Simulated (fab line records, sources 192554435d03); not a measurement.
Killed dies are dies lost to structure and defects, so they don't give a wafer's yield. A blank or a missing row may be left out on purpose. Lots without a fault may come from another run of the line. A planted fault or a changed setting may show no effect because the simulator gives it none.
Chamber matching | flow n5_finfet | N5_BEOL_M1_ILD_DEP_00 on pecvd-03: 3 sister chambers
The step deposits SiOC from DEMS/O2, target thk 79 nm, time 15.3 s. 6 wafers are shown with their chamber, then 10 later ones without.

WAFERS WITH THEIR CHAMBER
wafer  | chamber | throttle_valve_pct (%) | showerhead_plenum_p_Torr (Torr)
L088.4 | 1       | 12.7                   | 5.692
L091.1 | 2       | 12.0                   | 5.665
L091.4 | 0       | 11.7                   | 5.699
L091.5 | 1       | 12.7                   | 5.680
L093.1 | 2       | 12.1                   | 5.670
L093.3 | 0       | 11.9                   | 5.723

WAFERS WITHOUT THEIR CHAMBER
wafer  | throttle_valve_pct (%) | showerhead_plenum_p_Torr (Torr)
L093.4 | 12.9                   | 5.703
L094.4 | 12.4                   | 5.696
L094.5 | 11.3                   | 5.715
L094.6 | 12.1                   | 5.668
L095.2 | 11.6                   | 5.714
L095.3 | 12.7                   | 5.708
L095.5 | 12.4                   | 5.717
L097.3 | 12.7                   | 5.711
L097.4 | 11.9                   | 5.681
L097.6 | 12.6                   | 5.706

WHICH CHAMBER EACH WENT THROUGH
wafer  | from the rows above     | in truth
L093.4 | 1                       | 1
L094.4 | can't be placed: 1 or 2 | 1
L094.5 | 0                       | 0
L094.6 | 2                       | 2
L095.2 | 0                       | 0
L095.3 | 1                       | 1
L095.5 | can't be placed: 1 or 2 | 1
L097.3 | 1                       | 1
L097.4 | can't be placed: 2 or 0 | 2
L097.6 | 1                       | 1
Placed correctly: 7 of 10. Can't be placed from these rows: 3 (the true chamber is among the candidates in 3). Placed wrongly: 0.
How it was worked out, from the rows above alone: a wafer's distance from a chamber is the root of the sum, over the readings, of the square of ((its reading less the chamber's mean) divided by the reading's scatter). The wafer belongs to the nearest chamber; if the next one is less than 2 further off, it can't be placed. A chamber's mean is the mean of its shown wafers. The scatter: the root of (the sum of the squares of (reading less its chamber's mean) over the shown wafers, divided by (wafers less chambers)).
